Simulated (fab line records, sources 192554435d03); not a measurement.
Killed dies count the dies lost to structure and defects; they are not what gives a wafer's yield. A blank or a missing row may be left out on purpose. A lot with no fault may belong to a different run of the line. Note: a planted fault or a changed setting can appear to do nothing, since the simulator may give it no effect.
What tool caused it? | flow n5_finfet | 24 wafers from 8 lots sampled at 5 of the route's 1938 steps

== WHAT THE GAUGES READ, wafer by wafer ==
N5_BEOL_M4_RC_MEAS_101. Usual: DIBL_N 36.0 mV/V, standard deviation 1.9; DIBL_P 36.0 mV/V, standard deviation 2.1; IOFF_N 0.155 nA/um, standard deviation 0.029; IOFF_N_85C 3.0 nA/um, standard deviation 0.46; IOFF_N_LIN 0.072 nA/um, standard deviation 0.011; IOFF_N_LONG 5.52e-05 nA/um, standard deviation 2.9e-06; IOFF_P 0.20 nA/um, standard deviation 0.032; ION_N 672 uA/um, standard deviation 11; ION_P 461 uA/um, standard deviation 6.9; SS_N 71.5 mV/dec, standard deviation 0.58; SS_P 73.2 mV/dec, standard deviation 0.64; VT_N 250.4 mV, standard deviation 2.9; VT_N_LONG 275.2 mV, standard deviation 1.9; VT_P -251.0 mV, standard deviation 2.8.
lot  | measured     | on        | DIBL_N (mV/V)  | DIBL_P (mV/V)  | IOFF_N (nA/um)    | IOFF_N_85C (nA/um) | IOFF_N_LIN (nA/um) | IOFF_N_LONG (nA/um)         | IOFF_P (nA/um) | ION_N (uA/um) | ION_P (uA/um) | SS_N (mV/dec)  | SS_P (mV/dec)  | VT_N (mV)         | VT_N_LONG (mV)    | VT_P (mV)            | flag
L461 | day 8 17:25  | prober-02 | 36.5 34.5 34.4 | 35.3 33.6 33.3 | 0.129 0.114 0.112 | 2.6 2.3 2.3        | 0.062 0.058 0.057  | 5.13e-05 5.24e-05 5.29e-05  | 0.19 0.18 0.17 | 654 672 666   | 452 470 462   | 71.4 71.0 70.8 | 73.9 72.9 72.3 | 254.5 254.6 254.9 | 277.9 277.4 277.2 | -251.4 -251.4 -253.8 |
L465 | day 9 22:37  | prober-02 | 40.6 39.2 41.7 | 39.6 39.2 41.4 | 0.303 0.446 0.236 | 5.3 7.3 4.3        | 0.125 0.195 0.097  | 7.12e-05 0.0001063 5.48e-05 | 0.27 0.25 0.30 | 677 688 678   | 465 466 467   | 72.8 72.2 72.6 | 74.5 74.2 74.4 | 239.3 223.4 246.5 | 265.3 253.5 275.2 | -248.0 -246.9 -246.9 | OFF
L467 | day 10 07:43 | prober-02 | 37.7 36.1 38.0 | 38.7 36.5 38.1 | 0.197 0.367 0.179 | 3.8 6.4 3.5        | 0.087 0.172 0.080  | 5.4e-05 0.0001092 5.51e-05  | 0.25 0.22 0.23 | 671 677 665   | 459 459 453   | 72.4 71.7 72.1 | 73.5 74.0 73.7 | 246.4 227.4 249.0 | 273.7 251.3 277.8 | -249.8 -250.4 -251.9 | OFF
L471 | day 10 21:57 | prober-01 | 35.5 37.3 35.1 | 34.8 36.5 34.4 | 0.148 0.174 0.130 | 2.9 3.3 2.6        | 0.069 0.079 0.062  | 5.34e-05 5.32e-05 5.34e-05  | 0.20 0.22 0.19 | 677 681 656   | 465 468 456   | 71.8 71.6 71.6 | 72.5 73.5 72.4 | 250.3 250.7 255.0 | 276.5 276.2 274.9 | -251.6 -251.2 -252.9 |
L478 | day 12 19:56 | prober-02 | 36.7 37.2 38.1 | 37.7 38.2 40.4 | 0.173 0.186 0.202 | 3.3 3.5 3.8        | 0.079 0.084 0.092  | 5.82e-05 5.73e-05 5.66e-05  | 0.23 0.24 0.28 | 684 669 688   | 470 460 475   | 71.7 71.4 72.0 | 73.8 74.2 74.6 | 248.6 245.9 245.9 | 274.5 274.5 274.6 | -248.9 -247.8 -245.5 |
L477 | day 12 21:11 | prober-01 | 35.9 37.4 35.4 | 37.6 38.4 37.0 | 0.158 0.185 0.133 | 3.1 3.6 2.7        | 0.075 0.081 0.064  | 4.92e-05 4.93e-05 4.9e-05   | 0.19 0.20 0.17 | 682 674 658   | 463 457 456   | 71.7 71.9 71.7 | 73.3 74.1 73.5 | 251.3 250.6 255.4 | 279.5 279.7 278.6 | -253.3 -255.3 -255.4 |
L480 | day 13 15:59 | prober-02 | 38.0 36.2 38.5 | 36.8 35.3 37.9 | 0.169 0.148 0.187 | 3.2 2.9 3.5        | 0.077 0.069 0.082  | 5.33e-05 5.37e-05 5.3e-05   | 0.22 0.20 0.23 | 676 673 679   | 469 462 460   | 72.0 70.9 71.9 | 73.9 73.6 74.0 | 249.1 250.4 246.4 | 276.5 275.8 273.8 | -247.3 -249.4 -247.4 |
L483 | day 13 23:31 | prober-01 | 37.5 35.8 38.0 | 36.0 34.7 36.4 | 0.179 0.147 0.173 | 3.4 2.9 3.3        | 0.083 0.071 0.076  | 5.52e-05 5.51e-05 5.44e-05  | 0.23 0.20 0.24 | 672 678 657   | 465 460 450   | 71.6 71.1 71.5 | 73.9 72.9 73.8 | 248.6 251.6 248.6 | 273.6 275.9 275.9 | -246.8 -250.3 -252.1 |

== WHAT TOOL EACH LOT RAN ON (gives the tool, then ch and the chambers of the sampled wafers, and finally the start) ==
lot  | N5_SDB_ALD_29                    | N5_DUMMY_REMOVAL_HM_STRIP_01       | N5_HKMG_FIN_ETCH_55               | N5_HKMG_FIN_ETCH_58
L461 | ald_sin-03 ch 0,1,2, day 4 03:38 | rie_diel-04 ch 0,1, day 4 06:55    | rie_diel-03 ch 0,3, day 4 08:46   | rie_diel-03 ch 0,3, day 4 08:58
L465 | ald_sin-03 ch 2,3, day 5 12:19   | rie_diel-05 ch 0,1,2, day 5 15:30  | rie_diel-03 ch 0,2, day 5 17:22   | rie_diel-03 ch 0,2, day 5 17:34
L467 | ald_sin-04 ch 0,2,3, day 5 19:30 | rie_diel-04 ch 0,3, day 5 22:35    | rie_diel-03 ch 0,1,2, day 6 00:49 | rie_diel-03 ch 0,1,2, day 6 01:01
L471 | ald_sin-01 ch 1,2,3, day 6 14:27 | rie_diel-05 ch 0,2,3, day 6 17:32  | rie_diel-06 ch 1,2,3, day 6 19:13 | rie_diel-06 ch 1,2,3, day 6 19:26
L478 | ald_sin-03 ch 0,1,2, day 8 07:21 | rie_diel-04 ch 1,2,3, day 8 10:26  | rie_diel-03 ch 0,2,3, day 8 12:19 | rie_diel-03 ch 0,2,3, day 8 12:32
L477 | ald_sin-01 ch 0,1,3, day 8 07:53 | rie_diel-04 ch 0,1,2, day 8 10:58  | rie_diel-06 ch 1,2,3, day 8 12:31 | rie_diel-06 ch 1,2,3, day 8 12:44
L480 | ald_sin-01 ch 0,3, day 9 00:04   | rie_diel-04 ch 0,1, day 9 03:09    | rie_diel-02 ch 2,3, day 9 04:50   | rie_diel-02 ch 2,3, day 9 05:02
L483 | ald_sin-03 ch 0,1,3, day 9 21:25 | rie_diel-05 ch 0,1,3, day 10 00:32 | rie_diel-03 ch 0,1, day 10 02:14  | rie_diel-03 ch 0,1, day 10 02:26
- N5_SDB_ALD_29: deposits SiNx, target thk 30 nm, pulse time 1 s, ald cycles 600.
- N5_DUMMY_REMOVAL_HM_STRIP_01: strips SiNx in CH3F/O2, stops on poly-Si, target depth 4 nm, time 6.8 s.
- N5_HKMG_FIN_ETCH_55: etches SOC in N2/H2, target depth 240 nm, time 300 s.
- N5_HKMG_FIN_ETCH_58: etches SOC in N2/H2, target depth 215.8 nm, time 741 s.

== AS READ BY THE TOOLS THEMSELVES (means over the sampled wafers that have a number; for cases with no such wafer, the mark the record gives instead) ==
N5_SDB_ALD_29. Usual: heater_power_w 839 W, standard deviation 110; precursor_pulse_height_rel 1.000, standard deviation 0.021.
lot  | tool       | heater_power_w (W) | precursor_pulse_height_rel | flag
L461 | ald_sin-03 | 857                | 1.027                      |
L465 | ald_sin-03 | 781                | 0.988                      |
L467 | ald_sin-04 | 828                | 1.009                      |
L471 | ald_sin-01 | 778                | 0.995                      |
L478 | ald_sin-03 | 860                | 0.985                      |
L477 | ald_sin-01 | 811                | 1.018                      |
L480 | ald_sin-01 | 762                | 1.002                      |
L483 | ald_sin-03 | 826                | 0.987                      |

N5_DUMMY_REMOVAL_HM_STRIP_01. Usual: CH3F_flow_sccm 30.00 sccm, standard deviation 0.098; drypump_motor_current_A 5.7 A, standard deviation 0.33; oes_product_au 0.62 a.u., standard deviation 0.062; rf_vpp_V 127.6 V, standard deviation 0.86; showerhead_plenum_p_Torr 2.02 Torr, standard deviation 0.061; throttle_valve_pct 16.34 %, standard deviation 0.27.
lot  | tool        | CH3F_flow_sccm (sccm) | drypump_motor_current_A (A) | oes_product_au (a.u.) | rf_vpp_V (V) | showerhead_plenum_p_Torr (Torr) | throttle_valve_pct (%) | flag
L461 | rie_diel-04 | 30.00                 | 6.1                         | 0.58                  | 128.3        | 2.06                            | 16.47                  |
L465 | rie_diel-05 | 30.02                 | 5.5                         | 0.67                  | 127.5        | 2.05                            | 16.22                  |
L467 | rie_diel-04 | 29.97                 | 5.7                         | 0.58                  | 126.9        | 2.07                            | 16.53                  |
L471 | rie_diel-05 | 30.16                 | 5.6                         | 0.64                  | 128.3        | 2.05                            | 16.40                  |
L478 | rie_diel-04 | 29.98                 | 6.1                         | 0.61                  | 127.4        | 2.02                            | 16.28                  |
L477 | rie_diel-04 | 29.95                 | 6.0                         | 0.62                  | 127.4        | 2.02                            | 16.26                  |
L480 | rie_diel-04 | 29.97                 | 5.9                         | 0.57                  | 128.3        | 2.06                            | 16.54                  |
L483 | rie_diel-05 | 29.95                 | 5.4                         | 0.63                  | 128.1        | 2.05                            | 16.31                  |

N5_HKMG_FIN_ETCH_55. Usual: drypump_motor_current_A 5.7 A, standard deviation 0.55; oes_product_au 0.83 a.u., standard deviation 0.066; rf_vpp_V 523.8 V, standard deviation 2.3; run_length_s 323.4 s, standard deviation 0.47; showerhead_plenum_p_Torr 2.54 Torr, standard deviation 0.078; throttle_valve_pct 17.75 %, standard deviation 0.27.
lot  | tool        | drypump_motor_current_A (A) | oes_product_au (a.u.) | rf_vpp_V (V) | run_length_s (s) | showerhead_plenum_p_Torr (Torr) | throttle_valve_pct (%) | flag
L461 | rie_diel-03 | 5.8                         | 0.83                  | 526.0        | 323.6            | 2.61                            | 17.51                  |
L465 | rie_diel-03 | 5.5                         | 0.88                  | 526.8        | 323.8            | 2.66                            | 17.24                  |
L467 | rie_diel-03 | 5.7                         | 0.89                  | 526.6        | 323.5            | 2.63                            | 17.33                  |
L471 | rie_diel-06 | 5.6                         | 0.80                  | 522.2        | 323.3            | 2.49                            | 17.84                  |
L478 | rie_diel-03 | 5.7                         | 0.82                  | 527.0        | 323.5            | 2.60                            | 17.42                  |
L477 | rie_diel-06 | 5.6                         | 0.78                  | 521.7        | 323.1            | 2.49                            | 17.87                  |
L480 | rie_diel-02 | 5.3                         | 0.81                  | 524.9        | 323.6            | 2.60                            | 17.91                  |
L483 | rie_diel-03 | 5.7                         | 0.84                  | 526.9        | 324.1            | 2.65                            | 17.38                  |

N5_HKMG_FIN_ETCH_58. Usual: drypump_motor_current_A 5.7 A, standard deviation 0.55; oes_product_au 0.82 a.u., standard deviation 0.066; rf_vpp_V 99.1 V, standard deviation 0.99; run_length_s 764.4 s, standard deviation 0.47; showerhead_plenum_p_Torr 2.54 Torr, standard deviation 0.078; throttle_valve_pct 17.71 %, standard deviation 0.27.
lot  | tool        | drypump_motor_current_A (A) | oes_product_au (a.u.) | rf_vpp_V (V) | run_length_s (s) | showerhead_plenum_p_Torr (Torr) | throttle_valve_pct (%) | flag
L461 | rie_diel-03 | 5.8                         | 0.82                  | 99.0         | 764.6            | 2.61                            | 17.47                  |
L465 | rie_diel-03 | 5.5                         | 0.88                  | 98.9         | 679.4            | 2.66                            | 17.19                  | OFF
L467 | rie_diel-03 | 5.7                         | 0.89                  | 99.5         | 721.8            | 2.63                            | 17.29                  | OFF
L471 | rie_diel-06 | 5.6                         | 0.80                  | 99.4         | 764.4            | 2.49                            | 17.80                  |
L478 | rie_diel-03 | 5.7                         | 0.82                  | 99.0         | 764.3            | 2.60                            | 17.37                  |
L477 | rie_diel-06 | 5.6                         | 0.78                  | 98.9         | 764.2            | 2.49                            | 17.83                  |
L480 | rie_diel-02 | 5.3                         | 0.81                  | 99.7         | 765.0            | 2.60                            | 17.88                  |
L483 | rie_diel-03 | 5.7                         | 0.83                  | 99.6         | 764.9            | 2.65                            | 17.33                  |

== THE ANSWER, worked out from the rows above alone ==
Rule: lot off if the mean of its wafers having a number is beyond 3 standard deviations from the usual mean. Also off: a lot with no number at a reading for which 4 or more lots have one. All remaining lots with rows at the step are treated as sound. After the gauges, taken in route order, come the tools' own readings; for these a lot's mean is taken, as printed above. At the first step where some lot is off, the reading lying furthest off is the one used; lots without a number count as furthest.
Off: L465, L467, seen at N5_BEOL_M4_RC_MEAS_101 (IOFF_N_LONG).
A tool fits if, at a process step before that reading, it ran every lot that is off, and no sound lot after the first of them. Not tried: the gauges at N5_BEOL_M4_RC_MEAS_101; whatever is off there is also off at N5_HKMG_FIN_ETCH_58, on other tools, and gauge error can't account for it. Of those tried, none fits.

== WHAT WAS PUT IN BY THE SIMULATOR ==
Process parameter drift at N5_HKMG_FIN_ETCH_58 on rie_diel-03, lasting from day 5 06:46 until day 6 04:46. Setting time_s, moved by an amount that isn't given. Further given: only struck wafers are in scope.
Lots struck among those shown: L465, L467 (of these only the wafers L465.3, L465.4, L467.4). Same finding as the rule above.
